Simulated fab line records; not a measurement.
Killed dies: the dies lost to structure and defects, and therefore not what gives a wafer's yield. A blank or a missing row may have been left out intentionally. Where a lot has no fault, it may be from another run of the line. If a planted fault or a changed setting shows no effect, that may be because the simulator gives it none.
A struck lot beside a sound one    flow nand harc    13 out of 1159 route steps
Sound: these wafers, L944.2, L944.4, L944.6. Struck: wafers L941.1, L941.5 (left out: L941.6, a lot-mate that was not struck); the cause follows at the end.
Per side, at each step with rows, come the tool, then ch with its chambers, and then its first start. Under that, the readings that differ: sound wafers    struck wafers    difference of the means    sigmas: that difference in standard deviations of wafers without a fault.
alike: readings whose means differ by less than 2 such deviations, and words and numbers that are the same on both sides. not compared: withheld readings, readings that some wafer has no value for, bounds like >300 that may hide the same value, and numbers for which the record gives no deviation and whose values overlap.
A row with sigmas, a row that says differs or no value, or rows on one side alone: a step with any of these is where the two part. Numbers that have no deviation but don't overlap get no sigmas and don't part them. A reading missing from all wafers of one side parts the sides only when that side holds two or more wafers.

first, 1 step without rows for these wafers: NHARC_A_SLIT_SRD_20.
NHARC_A_SLIT_CD_MEAS_21:
  sound on cd sem-02, day 18 12:45; struck on cd sem-01, day 17 12:58
  alike: cd nm
then, 3 steps without rows for these wafers: NHARC_A_SIN_REMOVE_WET_00 (chemistry H3PO4, time 15300 s); NHARC_A_SIN_REMOVE_PRECLEAN_01 (cleans in SC1); NHARC_A_SIN_REMOVE_SRD_02.
NHARC_A_SIN_REMOVE_INSPECT_04:
  sound on defect inspect-01, day 18 20:26; struck on defect inspect-02, day 17 20:40
  alike: raw defect count
NHARC_A_WL_FILL_ALD_00: deposits Al2O3, target thk 3 nm, pulse time 3 s, ald cycles 30.
  sound on ald hk-01 ch 0,1,2, day 18 20:34; struck on ald hk-04 ch 1,2, day 17 20:54
  alike: heater power w, precursor pulse height rel, susceptor temp C
NHARC_A_WL_FILL_RTA_01: time 5 s.
  sound on rtp anneal-01 ch 0, day 18 20:48; struck on rtp anneal-02 ch 0, day 17 21:10
reading              sound                 struck         difference  sigmas
lamp_zone_2_pct (%)  27.8 27.9 27.8        30.2 30.3      +2.4        +2
wafer_temp_C_max     1003.8 1004.1 1003.5  1002.7 1001.6  -1.6        -2
  alike: lamp power pct
NHARC_A_WL_FILL_ALD_02: deposits TiN, target thk 2 nm, pulse time 3 s, ald cycles 100.
  sound on ald metal-03 ch 0,2, day 18 20:59; struck on ald metal-04 ch 1,2, day 17 21:28
  alike: heater power w, precursor pulse height rel, susceptor temp C
NHARC_A_WL_FILL_CVD_03: deposits W, target thk 40 nm, time 3302 s.
  sound on cvd w-02 ch 0,1, day 19 01:37; struck on cvd w-02 ch 0,1, day 17 22:17
  alike: heater power w, susceptor temp C, throttle valve pct
NHARC_A_WL_FILL_ETCHBACK_04: etches the open film in NF3, target depth 60 nm, time 120 s.
  sound on rie metal-03 ch 0,1, day 19 04:29; struck on rie metal-02 ch 0, day 18 01:09
reading           sound              struck       difference  sigmas
run length s (s)  141.7 142.3 141.8  132.1 132.0  -9.9        -20
  alike: chamber pressure mTorr, drypump motor current A, oes product au
  not compared: rf hours counter h
NHARC_A_WL_FILL_ETCHBACK_05: etches the open film in Cl2/BCl3, target depth 22 nm, time 60 s.
  sound on rie metal-03 ch 0,1, day 19 04:44; struck on rie metal-02 ch 0, day 18 01:25
  alike: chamber pressure mTorr, drypump motor current A, oes product au, run length s
  not compared: rf hours counter h
following that, these wafers have no rows for 1 step: NHARC_END_SORT_01.

== WHERE THEY PART ==
Last at NHARC_A_WL_FILL_ETCHBACK_04 as far as this record goes, first at NHARC_A_WL_FILL_RTA_01. Later steps at which nothing parts them and some readings are alike: NHARC_A_WL_FILL_ETCHBACK_05.

WHY: what the simulator had put in
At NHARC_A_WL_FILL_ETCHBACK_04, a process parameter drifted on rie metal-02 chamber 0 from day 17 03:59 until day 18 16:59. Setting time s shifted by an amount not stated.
